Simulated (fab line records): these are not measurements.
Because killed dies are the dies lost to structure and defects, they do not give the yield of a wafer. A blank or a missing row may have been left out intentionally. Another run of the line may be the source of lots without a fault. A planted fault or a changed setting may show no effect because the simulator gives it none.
Which tool is to blame? ; flow nand harc ; 72 wafers from 24 lots sampled at 6 of the route's 1159 steps

WHAT THE GAUGES READ, wafer by wafer
Not one reading of a measure or inspect step in the record can be checked against a usual standard deviation.

WHAT TOOL EACH LOT RAN ON (gives the tool, then ch and the chambers of the sampled wafers, and finally the start)
lot;NHARC_A_STAIRCASE_TRIM_20;NHARC_A_STAIRCASE_ETCH_23;NHARC_A_STAIRCASE_STRIP_175;NHARC_A_STAIRCASE_ETCH_190;NHARC_A_STAIRCASE_TRIM_200;NHARC_A_STAIRCASE_HM_OPEN_460
L074;rie diel-01 ch 0,1, day 10 22:19;rie diel-01 ch 0,2,3, day 10 23:22 or earlier;plasma asher-01 ch 0,1, day 10 23:22;rie diel-01 ch 0,1, no start;rie diel-01 ch 1,2, no start;rie diel-04 ch 0,1, no start
L077;rie diel-01 ch 0,2, day 11 07:41;rie diel-01 ch 0,1, day 11 09:02 or earlier;plasma asher-02 ch 0,1, day 11 09:02;rie diel-04 ch 0,1,2, no start;rie diel-08 ch 0,1,3, no start;rie diel-08 ch 1,2,3, no start
L075;rie diel-01 ch 0,3, day 11 11:50;rie diel-01 ch 1,2, day 11 12:59 or earlier;plasma asher-02 ch 1, day 11 12:59;rie diel-04 ch 1,2,3, no start;rie diel-08 ch 2,3, no start;rie diel-08 ch 0,1, no start
L076;rie diel-08 ch 0,1,3, day 11 14:38;rie diel-08 ch 0,1, day 11 15:43 or earlier;plasma asher-01 ch 0,1, day 11 15:43;rie diel-01 ch 1,2,3, no start;rie diel-08 ch 1,2,3, no start;rie diel-04 ch 1,2, no start
L078;rie diel-01 ch 1,2,3, day 11 15:04;rie diel-01 ch 0,1,3, day 11 16:14 or earlier;plasma asher-02 ch 0,1, day 11 16:14;rie diel-01 ch 2,3, no start;rie diel-01 ch 2,3, no start;rie diel-04 ch 0,1, no start
L080;rie diel-01 ch 0,2,3, day 11 23:29;rie diel-01 ch 1,2,3, day 12 00:40 or earlier;plasma asher-02 ch 0,1, day 12 00:40;rie diel-01 ch 1,2,3, no start;rie diel-01 ch 1,2,3, no start;rie diel-01 ch 1,2,3, no start
L079;rie diel-04 ch 0,1,2, day 12 00:18;rie diel-04 ch 1,2, day 12 01:42 or earlier;plasma asher-01 ch 0,1, day 12 01:42;rie diel-08 ch 0,3, no start;rie diel-01 ch 1,2,3, no start;rie diel-08 ch 2,3, no start
L082;rie diel-01 ch 1,3, day 12 14:38;rie diel-01 ch 0,1,3, day 12 16:03 or earlier;plasma asher-02 ch 0,1, day 12 16:03;rie diel-04 ch 0,2, no start;rie diel-08 ch 1,2,3, no start;rie diel-01 ch 0,1,2, no start
L081;rie diel-01 ch 0,2,3, day 12 15:38;rie diel-01 ch 1,2,3, day 12 16:44 or earlier;plasma asher-02 ch 0,1, day 12 16:44;rie diel-04 ch 0,1, no start;rie diel-04 ch 0,1, no start;rie diel-08 ch 0,1,2, no start
L084;rie diel-08 ch 0,1,3, day 13 03:27;rie diel-08 ch 0,1,2, day 13 04:29 or earlier;plasma asher-01 ch 0,1, day 13 04:29;rie diel-08 ch 0,2, no start;rie diel-01 ch 0,2, no start;rie diel-01 ch 0,1, no start
L083;rie diel-08 ch 0,1, day 13 07:25;rie diel-08 ch 0,2,3, day 13 09:02 or earlier;plasma asher-02 ch 0,1, day 13 09:02;rie diel-01 ch 1,2,3, no start;rie diel-01 ch 1,2, no start;rie diel-04 ch 0,3, no start
L087;rie diel-01 ch 0,1,3, day 14 01:12;rie diel-01 ch 1,3, day 14 02:18 or earlier;plasma asher-02 ch 0,1, day 14 02:18;rie diel-08 ch 1,2, no start;rie diel-04 ch 1,3, no start;rie diel-08 ch 1,2,3, no start
L086;rie diel-04 ch 0,1,3, day 14 08:31;rie diel-04 ch 0,2,3, day 14 09:37 or earlier;plasma asher-02 ch 0,1, day 14 09:37;rie diel-04 ch 0,1,3, no start;rie diel-04 ch 0,1,2, no start;rie diel-04 ch 0,1,2, no start
L085;rie diel-08 ch 0,3, day 14 08:33;rie diel-08 ch 0,1,2, day 14 09:56 or earlier;plasma asher-01 ch 0,1, day 14 09:56;rie diel-08 ch 0,1,2, no start;rie diel-01 ch 1,3, no start;rie diel-01 ch 2,3, no start
L088;rie diel-08 ch 0,1,3, day 14 09:02;rie diel-08 ch 1,2,3, day 14 10:17 or earlier;plasma asher-02 ch 0,1, day 14 10:17;rie diel-08 ch 0,3, no start;rie diel-04 ch 0,1, no start;rie diel-08 ch 0,1, no start
L089;rie diel-08 ch 1,2,3, day 14 12:08;rie diel-08 ch 0,3, day 14 13:44 or earlier;plasma asher-02 ch 0,1, day 14 13:44;rie diel-04 ch 1,2, no start;rie diel-04 ch 0,2,3, no start;rie diel-04 ch 0,1,3, no start
L090;rie diel-08 ch 1,2, day 14 20:39;rie diel-08 ch 0,1,2, day 14 21:46 or earlier;plasma asher-02 ch 0,1, day 14 21:46;rie diel-01 ch 0,1,2, no start;rie diel-01 ch 0,2, no start;rie diel-04 ch 0,1, no start
L091;rie diel-04 ch 1,2,3, day 14 23:41;rie diel-04 ch 0,2,3, day 15 01:20 or earlier;plasma asher-02 ch 1, day 15 01:20;rie diel-04 ch 1,3, no start;rie diel-01 ch 1,2,3, no start;rie diel-01 ch 1,3, no start
L092;rie diel-08 ch 0,2,3, day 15 00:06;rie diel-08 ch 0,1, day 15 01:29 or earlier;plasma asher-01 ch 0,1, day 15 01:29;rie diel-08 ch 0,1,2, no start;rie diel-01 ch 1,2, no start;rie diel-08 ch 0,2, no start
L093;rie diel-04 ch 0,1,3, day 15 15:13;rie diel-04 ch 0,1,3, day 15 16:20 or earlier;plasma asher-01 ch 0,1, day 15 16:20;rie diel-04 ch 0,2,3, no start;rie diel-08 ch 2,3, no start;rie diel-08 ch 1,2,3, no start
L094;rie diel-08 ch 0,2,3, day 15 18:54;rie diel-08 ch 0,2,3, day 15 20:27 or earlier;plasma asher-02 ch 0,1, day 15 20:27;rie diel-01 ch 0,1, no start;rie diel-01 ch 2,3, no start;rie diel-01 ch 0,1,3, no start
L095;rie diel-01 ch 2,3, day 15 21:54;rie diel-01 ch 1,2,3, day 15 23:08 or earlier;plasma asher-01 ch 0,1, day 15 23:08;rie diel-04 ch 0,1,2, no start;rie diel-01 ch 1,2, no start;rie diel-08 ch 0,3, no start
L097;rie diel-04 ch 0,1,2, day 16 14:31;rie diel-04 ch 0,2,3, day 16 15:39 or earlier;plasma asher-01 ch 0,1, day 16 15:39;rie diel-01 ch 1,2, no start;rie diel-08 ch 1,3, no start;rie diel-01 ch 0,1,3, no start
L096;rie diel-04 ch 0,1,3, day 16 22:28;rie diel-04 ch 0,2,3, day 17 00:01 or earlier;plasma asher-02 ch 0,1, day 17 00:01;rie diel-08 ch 0,2,3, no start;rie diel-01 ch 0,1,2, no start;rie diel-08 ch 0,1,3, no start
- NHARC_A_STAIRCASE_TRIM_20: chemistry O2, time 211.2 s.
- NHARC_A_STAIRCASE_ETCH_23: etches the open film in C4F8/O2, target depth 100 nm, time 40.5 s.
- NHARC_A_STAIRCASE_STRIP_175: strips in O2.
- NHARC_A_STAIRCASE_ETCH_190: etches the open film in C4F8/O2, target depth 100 nm, time 40.5 s.
- NHARC_A_STAIRCASE_TRIM_200: chemistry O2, time 211.2 s.
- NHARC_A_STAIRCASE_HM_OPEN_460: chemistry O2/COS.

WHAT THE TOOLS THEMSELVES READ (means of the sampled wafers that have a number; where no wafer has one, the mark that the record gives instead)
NHARC_A_STAIRCASE_TRIM_20.
lot;tool;drypump motor current A (A);oes product au (a.u.);rf vpp V (V);showerhead plenum p Torr (Torr);throttle valve pct (%)
L074;rie diel-01;5.6;0.997;57.2;3.46;17.040
L077;rie diel-01;5.1;0.997;58.0;3.62;17.033
L075;rie diel-01;5.6;0.999;58.7;3.68;17.041
L076;rie diel-08;5.9;0.998;57.1;3.35;17.038
L078;rie diel-01;5.2;0.987;57.9;3.54;17.032
L080;rie diel-01;5.3;0.996;58.1;3.64;17.034
L079;rie diel-04;5.5;0.996;57.8;3.54;17.035
L082;rie diel-01;5.4;0.993;57.8;3.45;17.022
L081;rie diel-01;5.3;0.994;58.4;3.64;17.037
L084;rie diel-08;5.9;1.006;57.3;3.34;17.035
L083;rie diel-08;6.2;0.997;57.3;3.38;17.039
L087;rie diel-01;5.5;0.992;57.9;3.56;17.027
L086;rie diel-04;5.9;1.003;59.3;3.49;17.034
L085;rie diel-08;5.8;0.992;56.2;3.30;17.045
L088;rie diel-08;5.9;0.997;57.5;3.34;17.035
L089;rie diel-08;5.7;1.001;58.7;3.49;17.032
L090;rie diel-08;5.6;1.007;58.2;3.64;17.044
L091;rie diel-04;5.7;1.002;57.4;3.45;17.033
L092;rie diel-08;5.5;1.010;57.8;3.45;17.038
L093;rie diel-04;5.9;1.008;57.0;3.48;17.039
L094;rie diel-08;5.5;1.001;57.7;3.45;17.030
L095;rie diel-01;5.1;1.006;57.8;3.64;17.037
L097;rie diel-04;5.5;1.002;57.5;3.52;17.027
L096;rie diel-04;5.9;1.003;57.8;3.48;17.040

NHARC_A_STAIRCASE_ETCH_23.
lot;tool;oes product au (a.u.);rf vpp V (V)
L074;rie diel-01;0.955;901
L077;rie diel-01;0.930;898
L075;rie diel-01;0.954;892
L076;rie diel-08;0.946;890
L078;rie diel-01;0.943;898
L080;rie diel-01;0.944;896
L079;rie diel-04;0.946;896
L082;rie diel-01;0.932;897
L081;rie diel-01;0.955;896
L084;rie diel-08;0.945;896
L083;rie diel-08;0.928;893
L087;rie diel-01;0.940;893
L086;rie diel-04;0.957;895
L085;rie diel-08;0.938;894
L088;rie diel-08;0.946;895
L089;rie diel-08;0.921;887
L090;rie diel-08;0.938;895
L091;rie diel-04;0.948;894
L092;rie diel-08;0.948;890
L093;rie diel-04;0.958;895
L094;rie diel-08;0.946;893
L095;rie diel-01;0.941;896
L097;rie diel-04;0.951;895
L096;rie diel-04;0.950;894

NHARC_A_STAIRCASE_STRIP_175.
lot;tool;drypump motor current A (A);heater power w (W)
L074;plasma asher-01;6.0;312
L077;plasma asher-02;5.6;352
L075;plasma asher-02;5.3;380
L076;plasma asher-01;6.3;324
L078;plasma asher-02;5.6;350
L080;plasma asher-02;5.6;356
L079;plasma asher-01;6.1;310
L082;plasma asher-02;5.5;363
L081;plasma asher-02;5.6;352
L084;plasma asher-01;6.1;326
L083;plasma asher-02;5.7;349
L087;plasma asher-02;5.6;352
L086;plasma asher-02;5.5;365
L085;plasma asher-01;6.4;322
L088;plasma asher-02;5.5;370
L089;plasma asher-02;5.7;350
L090;plasma asher-02;5.6;354
L091;plasma asher-02;5.3;387
L092;plasma asher-01;6.0;326
L093;plasma asher-01;6.0;325
L094;plasma asher-02;5.5;370
L095;plasma asher-01;6.3;324
L097;plasma asher-01;6.4;324
L096;plasma asher-02;5.6;352

NHARC_A_STAIRCASE_ETCH_190.
lot;tool;oes product au (a.u.);rf vpp V (V)
L074;rie diel-01;0.938;897
L077;rie diel-04;0.938;896
L075;rie diel-04;0.932;893
L076;rie diel-01;0.934;896
L078;rie diel-01;0.928;898
L080;rie diel-01;0.936;896
L079;rie diel-08;0.958;888
L082;rie diel-04;0.923;897
L081;rie diel-04;0.930;896
L084;rie diel-08;0.933;900
L083;rie diel-01;0.934;895
L087;rie diel-08;0.948;900
L086;rie diel-04;0.943;895
L085;rie diel-08;0.928;895
L088;rie diel-08;0.927;888
L089;rie diel-04;0.941;895
L090;rie diel-01;0.942;896
L091;rie diel-04;0.951;892
L092;rie diel-08;0.940;895
L093;rie diel-04;0.949;895
L094;rie diel-01;0.931;896
L095;rie diel-04;0.946;896
L097;rie diel-01;0.949;892
L096;rie diel-08;0.936;892

NHARC_A_STAIRCASE_TRIM_200.
lot;tool;drypump motor current A (A);oes product au (a.u.);rf vpp V (V);showerhead plenum p Torr (Torr);throttle valve pct (%)
L074;rie diel-01;5.3;0.992;57.6;3.43;17.047
L077;rie diel-08;5.9;1.005;57.8;3.35;17.037
L075;rie diel-08;5.4;0.999;58.1;3.46;17.029
L076;rie diel-08;5.7;0.999;58.4;3.50;17.032
L078;rie diel-01;4.9;1.001;57.8;3.61;17.034
L080;rie diel-01;5.2;0.995;57.3;3.53;17.042
L079;rie diel-01;5.2;0.997;58.3;3.53;17.033
L082;rie diel-08;5.7;0.997;58.8;3.50;17.032
L081;rie diel-04;5.6;0.996;57.7;3.57;17.033
L084;rie diel-01;5.1;1.000;58.3;3.61;17.036
L083;rie diel-01;5.0;0.988;57.6;3.49;17.027
L087;rie diel-04;5.6;1.000;57.2;3.45;17.042
L086;rie diel-04;5.4;1.002;57.3;3.53;17.040
L085;rie diel-01;5.2;1.005;57.4;3.56;17.038
L088;rie diel-04;5.3;0.999;57.2;3.53;17.036
L089;rie diel-04;6.0;0.996;57.9;3.49;17.034
L090;rie diel-01;5.1;1.004;57.7;3.60;17.043
L091;rie diel-01;5.2;1.008;57.8;3.52;17.034
L092;rie diel-01;5.3;0.998;57.3;3.41;17.033
L093;rie diel-08;5.4;0.999;57.3;3.45;17.034
L094;rie diel-01;5.1;0.997;57.2;3.64;17.037
L095;rie diel-01;5.0;0.986;57.6;3.48;17.037
L097;rie diel-08;6.1;1.005;58.1;3.37;17.044
L096;rie diel-01;5.4;0.997;58.5;3.51;17.027

NHARC_A_STAIRCASE_HM_OPEN_460.
lot;tool;drypump motor current A (A);oes product au (a.u.);rf vpp V (V);showerhead plenum p Torr (Torr);throttle valve pct (%)
L074;rie diel-04;5.3;0.988;468;3.13;28.334
L077;rie diel-08;5.7;1.000;467;3.10;28.330
L075;rie diel-08;6.2;0.990;464;3.00;28.330
L076;rie diel-04;5.3;0.992;467;3.10;28.324
L078;rie diel-04;5.3;0.997;467;3.13;28.337
L080;rie diel-01;5.2;1.000;467;3.13;28.333
L079;rie diel-08;5.3;0.996;469;3.20;28.329
L082;rie diel-01;5.4;0.993;467;3.12;28.334
L081;rie diel-08;5.8;0.995;467;3.10;28.320
L084;rie diel-01;5.7;0.994;468;3.15;28.331
L083;rie diel-04;6.4;0.994;466;3.06;28.330
L087;rie diel-08;5.7;1.000;466;3.09;28.336
L086;rie diel-04;5.4;0.994;467;3.12;28.339
L085;rie diel-01;5.1;1.000;469;3.22;28.336
L088;rie diel-08;6.2;0.995;465;2.99;28.334
L089;rie diel-04;5.9;1.006;466;3.08;28.329
L090;rie diel-04;5.3;1.001;468;3.12;28.335
L091;rie diel-01;5.4;0.996;466;3.04;28.322
L092;rie diel-08;5.7;0.998;465;3.05;28.338
L093;rie diel-08;5.7;1.000;466;3.08;28.325
L094;rie diel-01;5.5;0.990;468;3.14;28.329
L095;rie diel-08;5.8;0.997;462;2.91;28.329
L097;rie diel-01;5.5;1.000;467;3.14;28.326
L096;rie diel-08;5.9;0.998;463;2.94;28.335

THE ANSWER, worked out from the rows above alone
Rule: the lots themselves supply what counts as usual. The widest of any qualifying gaps counts: lots, ordered by their means at a reading, are off when they make up no more than a third of the lots, leave a main group of 4 or more, and stand apart from it by 3 or more times the standard deviation of that group's means. The tables above print the reading to a certain number of digits; a main group whose means all agree to those digits is not used. A lot without any number at a reading at which 4 lots or more have one is off too. All remaining lots with rows at the step are treated as sound. Order of review: gauges by route order, followed by the tools' own readings, for which a lot's mean as printed above is used. At the first step where some lot is off, the reading lying furthest off is the one used; lots without a number count as furthest.
No lot is off on any of the readings shown, so nothing can be concluded from this.

WHAT WAS PUT IN BY THE SIMULATOR
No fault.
